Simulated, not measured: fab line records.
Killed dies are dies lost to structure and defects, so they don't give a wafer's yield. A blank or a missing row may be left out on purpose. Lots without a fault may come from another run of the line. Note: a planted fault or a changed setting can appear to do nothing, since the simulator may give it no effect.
Lot-split experiment ; flow n5_finfet ; route with 1938 steps; 7 lots, 21 wafers read

## ON THE SPLIT
At N5_FIN_CUT_ETCH_21 (etches SOC in N2/H2, target depth 219 nm, overetch 43.8 nm, time 523.5 s), the setting bias_w was moved away from the recipe's 61 W on 7 of the 21 wafers read, by -17.3% to +9.9%. All remaining wafers had this setting at the recipe value.

The reading comes from the split's own step.

## THE READING
rf_vpp_V, in V, at N5_FIN_CUT_ETCH_21 (etches SOC in N2/H2, target depth 219 nm, overetch 43.8 nm, time 523.5 s). A value of 241.3 V with a standard deviation of 1.3 V is what fault-free wafers of this fab line usually give.

wafer;tool, chamber at the split;bias_w as run, W;against the recipe;rf_vpp_V, V;against lot-mates on the recipe
L077.2;rie_diel-03, 1;61;recipe;238.8;-
L077.3;rie_diel-03, 2;50.8;-16.7%;213.6;-25.8
L077.4;rie_diel-03, 0;61;recipe;239.9;-
L078.2;rie_diel-02, 0;61;recipe;241.1;-
L078.5;rie_diel-02, 0;61;recipe;241.8;-
L078.6;rie_diel-02, 3;61;recipe;238.8;-
L082.1;rie_diel-03, 3;61;recipe;243.5;-
L082.2;rie_diel-03, 0;61;recipe;241.5;-
L082.5;rie_diel-03, 2;56.86;-6.8%;230.1;-12.4
L088.1;rie_diel-02, 1;61;recipe;240.5;-
L088.3;rie_diel-02, 3;61;recipe;243.2;-
L088.4;rie_diel-02, 2;61;recipe;241.4;-
L089.2;rie_diel-02, 3;50.44;-17.3%;214.7;-27.2
L089.3;rie_diel-02, 2;61;recipe;241.9;-
L089.4;rie_diel-02, 1;50.44;-17.3%;212.3;-29.6
L094.1;rie_diel-02, 0;56.21;-7.9%;229.0;-12.0
L094.2;rie_diel-02, 2;56.21;-7.9%;229.0;-12.0
L094.3;rie_diel-02, 1;61;recipe;241.0;-
L096.1;rie_diel-02, 3;67.06;+9.9%;258.4;+17.7
L096.2;rie_diel-02, 1;61;recipe;240.8;-
L096.3;rie_diel-02, 2;61;recipe;240.5;-

THE FIT
A straight line over all 21 wafers: rf_vpp_V changes by +1.62 V for each +1% of bias_w; r = +0.99; the points scatter about the line by 1.3 V.
The same after taking each lot's own level away (the mean of its wafers on the recipe; 21 wafers): +1.63 V for each +1%; r = +1.00; scatter 1.1 V.
According to that fit, moving bias_w by its largest amount changes the reading by 28 V.
Across the lots, their own levels run from 239.35 to 242.50 V, a range of 2.4 times the standard deviation given above.
So the lot-to-lot level changes the slope little: the two slopes agree.
Check: -28.4 V against its lot-mates is what the line predicts for one of the wafers moved furthest among these (-17.3%) when that wafer is left out of the fit. It came out at -27.2 V against them.
Tool readings at the split's step, against how far the setting was moved: rf_vpp_V r = +0.99.

## OTHER SPLITS ON THESE WAFERS
These wafers also went through other splits before the reading. Each is held against what the fit with the lots' levels taken away leaves over:
other split on the same wafers;wafers away from the commonest value;r with rf_vpp_V (lot level and that fit taken away)
N5_ZERO_LAYER_EXPOSE_08 dose_mj;6;+0.17
N5_WELL_APT_COAT_19 spin_rpm;9;-0.26

## THE WHOLE CHAIN: every reading that the file lists as answering this split, in the file's order
step;what it does;reading;change (the file's fit);r (the file's)
N5_FIN_CUT_ETCH_21;etches SOC in N2/H2, target depth 219 nm, overetch 43.8 nm, time 523.5 s;rf_vpp_V;+1.62 V for each +1% of the setting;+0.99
N5_FIN_CUT_ETCH_21;etches SOC in N2/H2, target depth 219 nm, overetch 43.8 nm, time 523.5 s;SiARC_of_FIN_CUT_COAT_19.thk_nm (the simulator's own value, which no gauge read);-0.0562 nm for each +1% of the setting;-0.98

## THE FILE'S OWN FIT
rf_vpp_V changes by +1.62 V for each +1% of bias_w, r = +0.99.
